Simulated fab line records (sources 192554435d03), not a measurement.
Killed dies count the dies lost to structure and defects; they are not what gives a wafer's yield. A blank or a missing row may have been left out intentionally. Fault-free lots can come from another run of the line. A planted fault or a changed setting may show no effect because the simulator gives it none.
Lot-split experiment | flow n5 finfet | 21 wafers read across 7 lots, on a route 1938 steps long

== ABOUT THE SPLIT ==
At N5_BEOL_M0_SAQP_PECVD_96 (deposits a-Si from SiH4/He, target thk 45 nm, time 45.2 s), the setting time s was moved away from the recipe's 45.2 s on 5 of the 21 wafers read, by -6.4% to +8.5%. All remaining wafers had this setting at the recipe value.

== FROM THE SPLIT TO THE READING: what the file shows between them, 6 steps ==
- N5_BEOL_M0_SAQP_EXPOSE_11: exposes mask M0 CORE, target cd 42 nm (also split here: dose mj)
- N5_BEOL_M0_SAQP_PEB_12: peb time 60 s
- N5_BEOL_M0_SAQP_DEVELOP_13: develop time 30 s
- N5_BEOL_M0_SAQP_CD_MEAS_14: target cd 42.5 nm
- N5_BEOL_M0_SAQP_ETCH_101: etches SiNx in CH3F/O2, target depth 29.9 nm, time 42.7 s
- N5_BEOL_M0_SAQP_ETCH_102: etches SiO2 in CF4, target depth 4 nm, time 4.4 s

== THE READING ==
etch.depth nm (the simulator's own value, which no gauge read), in nm, at N5_BEOL_M0_SAQP_MANDREL_ETCH_103 (etches a-Si in HBr/Cl2, stops on SiCN, target depth 45 nm, bt time 10 s, time 27 s). The file does not state a usual value for it. Across the 16 wafers here that went through the recipe, the average is 45.31 nm and the standard deviation 0.62 nm.

wafer  | tool, chamber at the split | time s as run, s | against the recipe | etch.depth nm, nm | against lot-mates on the recipe
L076.1 | pecvd-04, 0                | 45.2             | recipe             | 44.83             | -
L076.4 | pecvd-04, 1                | 47.76            | +5.7%              | 47.81             | +2.80
L076.5 | pecvd-04, 1                | 45.2             | recipe             | 45.2              | -
L077.1 | pecvd-03, 1                | 42.3             | -6.4%              | 42.06             | no lot-mate on the recipe
L077.2 | pecvd-03, 0                | 42.3             | -6.4%              | 42.1              | no lot-mate on the recipe
L077.4 | pecvd-03, 0                | 42.3             | -6.4%              | 42.94             | no lot-mate on the recipe
L079.3 | pecvd-03, 0                | 45.2             | recipe             | 44.77             | -
L079.4 | pecvd-03, 2                | 45.2             | recipe             | 45.35             | -
L079.5 | pecvd-03, 0                | 45.2             | recipe             | 45.99             | -
L089.2 | pecvd-03, 2                | 49.02            | +8.5%              | 47.93             | +3.04
L089.3 | pecvd-03, 0                | 45.2             | recipe             | 45.13             | -
L089.6 | pecvd-03, 2                | 45.2             | recipe             | 44.65             | -
L090.1 | pecvd-01, 0                | 45.2             | recipe             | 45.1              | -
L090.4 | pecvd-01, 1                | 45.2             | recipe             | 45.9              | -
L090.5 | pecvd-01, 1                | 45.2             | recipe             | 45.82             | -
L091.3 | pecvd-04, 0                | 45.2             | recipe             | 45.88             | -
L091.5 | pecvd-04, 2                | 45.2             | recipe             | 46.46             | -
L091.6 | pecvd-04, 0                | 45.2             | recipe             | 46.11             | -
L093.1 | pecvd-03, 1                | 45.2             | recipe             | 44.9              | -
L093.2 | pecvd-03, 2,0              | 45.2             | recipe             | 44.35             | -
L093.3 | pecvd-03, 2,0              | 45.2             | recipe             | 44.5              | -
Rows listing several chambers each stand for several wafers; the file does not say which wafer went through which chamber.

FIT RESULTS
A straight line over all 21 wafers: etch.depth nm changes by +0.408 nm for each +1% of time s; r = +0.91; the points scatter about the line by 0.63 nm.
The same after taking each lot's own level away (the mean of its wafers on the recipe; 18 wafers): +0.4 nm for each +1%; r = +0.94; scatter 0.36 nm.
Per that fit: largest time s move, reading shift of 3.4 nm.
From 44.583 to 46.150 nm: that is the span of the lots' own levels, equal to 2.5 times the standard deviation above.
So the lot-to-lot level changes the slope little: the two slopes agree.
Check: +4.17 nm against its lot-mates is what the line predicts for one of the wafers moved furthest among these (+8.5%) when that wafer is left out of the fit. It came out at +3.04 nm against them.

== THE OTHER SPLITS THESE WAFERS WENT THROUGH ==
These wafers also went through other splits before the reading. Each is held against what the fit with the lots' levels taken away leaves over:
other split on the same wafers       | wafers away from the commonest value | r with etch.depth nm (lot level and that fit taken away)
N5_MOL_CONTACT_COAG_COAT_63 spin rpm | 10                                   | -0.01
N5_BEOL_M0_SAQP_EXPOSE_11 dose mj    | 10                                   | -0.45

== THE WHOLE CHAIN: every reading that the file lists as answering this split, in the file's order ==
step                             | what it does                                                                       | reading                                                                               | change (the file's fit)               | r (the file's)
N5_BEOL_M0_SAQP_PECVD_96         | deposits a-Si from SiH4/He, target thk 45 nm, time 45.2 s                          | a-Si_of_BEOL_M0_SAQP_PECVD_96.thk nm (the simulator's own value, which no gauge read) | +0.406 nm for each +1% of the setting | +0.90
N5_BEOL_M0_SAQP_MANDREL_ETCH_103 | etches a-Si in HBr/Cl2, stops on SiCN, target depth 45 nm, bt time 10 s, time 27 s | etch.depth nm (the simulator's own value, which no gauge read)                        | +0.401 nm for each +1% of the setting | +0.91

== THE FILE'S OWN FIT ==
etch.depth nm changes by +0.401 nm for each +1% of time s, r = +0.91.
